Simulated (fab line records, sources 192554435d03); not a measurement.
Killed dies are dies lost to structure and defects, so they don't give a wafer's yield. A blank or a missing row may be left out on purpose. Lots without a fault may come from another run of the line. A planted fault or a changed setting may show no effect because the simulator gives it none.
A struck lot beside a sound one | flow n5_finfet | 19 steps out of a route of 1938
Sound: wafers L252.1, L252.2, L252.4. Struck: wafers L262.3, L262.6. The cause comes at the end.
At each step with rows: each side's tool, then ch and its chambers, then its first start. Under that, the readings that differ: sound wafers | struck wafers | difference of the means | sigmas: that difference in standard deviations of wafers without a fault.
alike: readings whose means differ by less than 2 such deviations, and words and numbers that are the same on both sides. not compared: withheld readings, readings that some wafer has no value for, bounds like >300 that may hide the same value, and numbers for which the record gives no deviation and whose values overlap.
The two part at a step that has a row with sigmas, a row that says differs or no value, or rows on one side only. Numbers that don't overlap but have no deviation are shown without sigmas and don't part them. A reading that every wafer of one side lacks parts them only if that side has two wafers or more.

N5_BEOL_M13_CMP_49: polishes, stops on SiOC, t overpolish 17.1 s, target thk 420 nm.
  sound on cmp-03 ch 0,1,3, day 11 09:32; struck on cmp-02 ch 0,3, day 13 14:22
  alike: barrier_field_endpoint_s, motor_current_A, overpolish_run_s
N5_BEOL_M13_THK_MEAS_50: measures by xrf.
  sound on film_metro-01, day 11 09:49; struck on film_metro-01, day 13 14:33
  alike: M13_THK
then, 1 step without rows for these wafers: N5_BEOL_M13_PRE_CLEAN_52 (time 15 s).
N5_BEOL_M13_DEP_53: deposits SiCN from 3MS/NH3, target thk 50 nm, time 17.8 s.
  sound on pecvd-01 ch 0,2, day 11 09:53; struck on pecvd-03 ch 0, day 13 14:38
  alike: showerhead_plenum_p_Torr, throttle_valve_pct
N5_BEOL_M13_RS_MEAS_54: measures by four-point-probe.
  sound on film_metro-01, day 11 09:57; struck on film_metro-01, day 13 14:43
  alike: M13_RS
N5_BEOL_M13_INSPECT_55: inspects for defects (darkfield).
  sound on defect_inspect-01, day 11 09:59; struck on defect_inspect-02, day 13 14:44
  alike: raw_defect_count
N5_BEOL_M14_ILD_DEP_00: deposits SiO2 from TEOS/O2, target thk 1119.3 nm, time 237.4 s.
  sound on pecvd-02 ch 0,1,2, day 11 10:01; struck on pecvd-04 ch 0,2, day 13 14:46
  alike: heater_power_w, showerhead_plenum_p_Torr, throttle_valve_pct
N5_BEOL_M14_THK_MEAS_01:
  sound on film_metro-01, day 11 10:12; struck on film_metro-02, day 13 14:58
  alike: M14_ILD_THK
then, 4 steps without rows for these wafers: N5_BEOL_M14_COAT_58 (time 60 s, resist thk 89 nm); N5_BEOL_M14_COAT_04 (resist thk 800 nm); N5_BEOL_M14_EBR_06; N5_BEOL_M14_SOFTBAKE_05 (time 60 s).
N5_BEOL_M14_EXPOSE_07: exposes mask V13.
  sound on krf_scanner-01 ch 0, day 11 10:28; struck on krf_scanner-01 ch 0, day 13 15:07
  alike: mask, stage_vel_mm_s
then, 3 steps without rows for these wafers: N5_BEOL_M14_PEB_08 (peb time 90 s); N5_BEOL_M14_DEVELOP_09 (develop time 45 s); N5_BEOL_M14_HARDBAKE_14 (time 120 s).
N5_BEOL_M14_CD_MEAS_10: target cd 250 nm.
  sound on cd_sem-01 ch 0, day 11 10:38; struck on cd_sem-01 ch 0, day 13 15:16
  reading    | sound             | struck      | difference | sigmas
  cd_nm (nm) | 245.0 251.2 253.3 | 240.9 240.7 | -9.0       | -5
N5_BEOL_M14_OVL_MEAS_11:
  sound on overlay-02 ch 0, day 11 10:40; struck on overlay-02 ch 0, day 13 15:18
  alike: V13_OVL
N5_PASSIVATION_PROBE_49:
  sound on prober-02, day 12 15:05; struck on prober-02, day 14 19:58
  alike: defect_limited_yield, killed_at_M0_to_M3, killed_at_M4_up, killed_at_contacts, killed_at_front_end, killed_at_other, killed_dies, killed_open, killed_short, sort_bin_5_function, sort_bin_6_memory, sort_n_pass, sort_yield_pct

WHERE THEY PART
Only at N5_BEOL_M14_CD_MEAS_10, within this record. Later steps at which nothing parts them and some readings are alike: N5_BEOL_M14_OVL_MEAS_11, N5_PASSIVATION_PROBE_49.

WHY: what the simulator had put in
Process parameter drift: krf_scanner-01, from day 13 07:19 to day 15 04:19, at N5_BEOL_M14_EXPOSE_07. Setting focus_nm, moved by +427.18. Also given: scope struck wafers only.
